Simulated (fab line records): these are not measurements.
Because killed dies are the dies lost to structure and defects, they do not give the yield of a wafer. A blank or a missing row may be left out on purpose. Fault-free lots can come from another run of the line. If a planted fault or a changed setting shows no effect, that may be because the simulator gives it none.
Which tool is to blame? ; flow n5-finfet ; 30 wafers sampled from 10 lots at 1 step of a route of 1938

## WHAT THE GAUGES READ, wafer by wafer
N5_BEOL_M6_OVL_MEAS_29. Usual: V5_OVL typically reads -0.3 nm, with standard deviation 0.69.
lot;measured;on;V5_OVL (nm);flag
L311;day 8 22:15;overlay-01;0.1 -0.3 0.6;
L313;day 9 14:14;overlay-01;-0.6 -0.5 0.4;
L317;day 10 13:47;overlay-02;-0.2 -0.4 -1.2;
L319;day 11 11:30;overlay-01;-0.4 0.0 0.0;
L323;day 12 13:47;overlay-01;0.7 0.3 0.4;
L321;day 12 16:07;overlay-01;0.2 0.6 -0.1;
L322;day 12 16:34;overlay-01;-0.5 0.2 0.7;
L327;day 13 17:13;overlay-02;-1.0 -2.0 -1.3;
L331;day 14 04:57;overlay-02;-1.2 -0.4 -0.3;
L332;day 15 00:51;overlay-01;0.2 -0.6 -0.4;

## EACH LOT AND THE TOOL THAT RAN IT (in order: tool; ch and the chambers of the sampled wafers; start)
There is no process step in the record ahead of these readings.

## AS READ BY THE TOOLS THEMSELVES (means over the sampled wafers that have a number; for cases with no such wafer, the mark the record gives instead)
The record holds no such reading with a usual standard deviation.

## THE ANSWER, worked out from the rows above alone
Rule: take the mean of a lot's wafers that have a number; if it is more than 3 standard deviations from the usual mean, the lot is off. Also off: a lot with no number at a reading for which 4 or more lots have one. The other lots that the step has rows for count as sound. The gauges are gone through in route order, then the tools' own readings, and for those a lot's mean is taken as printed above. The first step at which some lot is off is used, and at that step the reading that is off furthest; a lot without a number counts as furthest.
No lot is off on any of the readings shown, so nothing can be concluded from this.

## WHAT THE SIMULATOR PUT IN
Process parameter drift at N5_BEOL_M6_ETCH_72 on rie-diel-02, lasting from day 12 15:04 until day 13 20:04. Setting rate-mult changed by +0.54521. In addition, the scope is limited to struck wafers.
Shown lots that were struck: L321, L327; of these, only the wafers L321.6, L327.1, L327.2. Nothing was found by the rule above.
